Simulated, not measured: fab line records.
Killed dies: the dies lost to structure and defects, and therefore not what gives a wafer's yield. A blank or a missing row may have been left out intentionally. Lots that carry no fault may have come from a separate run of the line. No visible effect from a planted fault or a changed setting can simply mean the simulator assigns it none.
Split-lot trial || flow n5 finfet || on a route of 1938 steps: 7 lots, 21 wafers read

## ON THE SPLIT
At N5_SD_EPI_N_ETCH_45 (etches SiOCN in CH3F/O2, target depth 6 nm), the setting target depth a was moved away from the recipe's 60 angstrom on 5 of the 21 wafers read, by -11.8% to +9.9%. This setting was run at the recipe's value on the other wafers.

The split's own step is where the reading is taken.

## THE READING
etch.depth nm (the simulator's own value, which no gauge read), in nm, at N5_SD_EPI_N_ETCH_45 (etches SiOCN in CH3F/O2, target depth 6 nm). There is no usual value for it anywhere in the file. The 16 wafers here that ran the recipe average 6.056 nm, standard deviation 0.12 nm.

{"wafer": "L074.1", "tool, chamber at the split": "rie diel-05, 1", "target depth a as run, angstrom": 60, "against the recipe": "recipe", "etch.depth nm, nm": 5.911, "against lot-mates on the recipe": "-"}
{"wafer": "L074.2", "tool, chamber at the split": "rie diel-05, 2", "target depth a as run, angstrom": 58.1, "against the recipe": "-3.2%", "etch.depth nm, nm": 6.032, "against lot-mates on the recipe": "+0.043"}
{"wafer": "L074.3", "tool, chamber at the split": "rie diel-05, 3", "target depth a as run, angstrom": 60, "against the recipe": "recipe", "etch.depth nm, nm": 6.068, "against lot-mates on the recipe": "-"}
{"wafer": "L081.1", "tool, chamber at the split": "rie diel-04, 0", "target depth a as run, angstrom": 60, "against the recipe": "recipe", "etch.depth nm, nm": 6.016, "against lot-mates on the recipe": "-"}
{"wafer": "L081.3", "tool, chamber at the split": "rie diel-04, 3", "target depth a as run, angstrom": 60, "against the recipe": "recipe", "etch.depth nm, nm": 5.955, "against lot-mates on the recipe": "-"}
{"wafer": "L081.4", "tool, chamber at the split": "rie diel-04, 1", "target depth a as run, angstrom": 65.94, "against the recipe": "+9.9%", "etch.depth nm, nm": 6.646, "against lot-mates on the recipe": "+0.660"}
{"wafer": "L086.3", "tool, chamber at the split": "rie diel-05, 1", "target depth a as run, angstrom": 60, "against the recipe": "recipe", "etch.depth nm, nm": 5.922, "against lot-mates on the recipe": "-"}
{"wafer": "L086.4", "tool, chamber at the split": "rie diel-05, 0", "target depth a as run, angstrom": 60, "against the recipe": "recipe", "etch.depth nm, nm": 6.006, "against lot-mates on the recipe": "-"}
{"wafer": "L086.5", "tool, chamber at the split": "rie diel-05, 2", "target depth a as run, angstrom": 60, "against the recipe": "recipe", "etch.depth nm, nm": 6.274, "against lot-mates on the recipe": "-"}
{"wafer": "L090.1", "tool, chamber at the split": "rie diel-03, 2", "target depth a as run, angstrom": 60, "against the recipe": "recipe", "etch.depth nm, nm": 6.268, "against lot-mates on the recipe": "-"}
{"wafer": "L090.3", "tool, chamber at the split": "rie diel-03, 3", "target depth a as run, angstrom": 60, "against the recipe": "recipe", "etch.depth nm, nm": 6.058, "against lot-mates on the recipe": "-"}
{"wafer": "L090.4", "tool, chamber at the split": "rie diel-03, 2", "target depth a as run, angstrom": 60, "against the recipe": "recipe", "etch.depth nm, nm": 6.252, "against lot-mates on the recipe": "-"}
{"wafer": "L092.3", "tool, chamber at the split": "rie diel-05, 1", "target depth a as run, angstrom": 60, "against the recipe": "recipe", "etch.depth nm, nm": 5.896, "against lot-mates on the recipe": "-"}
{"wafer": "L092.5", "tool, chamber at the split": "rie diel-05, 0", "target depth a as run, angstrom": 60, "against the recipe": "recipe", "etch.depth nm, nm": 6.008, "against lot-mates on the recipe": "-"}
{"wafer": "L092.6", "tool, chamber at the split": "rie diel-05, 3", "target depth a as run, angstrom": 60, "against the recipe": "recipe", "etch.depth nm, nm": 6.06, "against lot-mates on the recipe": "-"}
{"wafer": "L095.3", "tool, chamber at the split": "rie diel-03, 3", "target depth a as run, angstrom": 52.92, "against the recipe": "-11.8%", "etch.depth nm, nm": 5.354, "against lot-mates on the recipe": -0.698}
{"wafer": "L095.4", "tool, chamber at the split": "rie diel-03, 0", "target depth a as run, angstrom": 60, "against the recipe": "recipe", "etch.depth nm, nm": 6.046, "against lot-mates on the recipe": "-"}
{"wafer": "L095.6", "tool, chamber at the split": "rie diel-03, 0", "target depth a as run, angstrom": 60, "against the recipe": "recipe", "etch.depth nm, nm": 6.058, "against lot-mates on the recipe": "-"}
{"wafer": "L096.1", "tool, chamber at the split": "rie diel-04, 1", "target depth a as run, angstrom": 60, "against the recipe": "recipe", "etch.depth nm, nm": 6.098, "against lot-mates on the recipe": "-"}
{"wafer": "L096.3", "tool, chamber at the split": "rie diel-04, 0", "target depth a as run, angstrom": 54.96, "against the recipe": "-8.4%", "etch.depth nm, nm": 5.394, "against lot-mates on the recipe": -0.704}
{"wafer": "L096.4", "tool, chamber at the split": "rie diel-04, 3", "target depth a as run, angstrom": 54.96, "against the recipe": "-8.4%", "etch.depth nm, nm": 5.302, "against lot-mates on the recipe": -0.796}

THE FIT
A straight line over all 21 wafers: etch.depth nm changes by +0.067 nm for each +1% of target depth a; r = +0.92; the points scatter about the line by 0.13 nm.
The same after taking each lot's own level away (the mean of its wafers on the recipe; 21 wafers): +0.0702 nm for each +1%; r = +0.93; scatter 0.12 nm.
Per that fit: largest target depth a move, reading shift of 0.83 nm.
From 5.9855 to 6.1927 nm: that is the span of the lots' own levels, equal to 1.8 times the standard deviation above.
Consequently the slope shifts little with the lot-to-lot level, the two slopes agreeing.
Check: -0.901 nm against its lot-mates is what the line predicts for one of the wafers moved furthest among these (-11.8%) when that wafer is left out of the fit. It came out at -0.698 nm against them.

## ADDITIONAL SPLITS CARRIED BY THESE WAFERS
Before the reading, these wafers also passed through other splits. Each is held against what the fit with the lots' levels taken away leaves over:
{"other split on the same wafers": "N5_SD_EPI_N_EXPOSE_06 dose mj", "wafers away from the commonest value": 6, "r with etch.depth nm (lot level and that fit taken away)": -0.20}

## THE FILE'S OWN FIT
etch.depth nm changes by +0.0658 nm for each +1% of target depth a, r = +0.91.
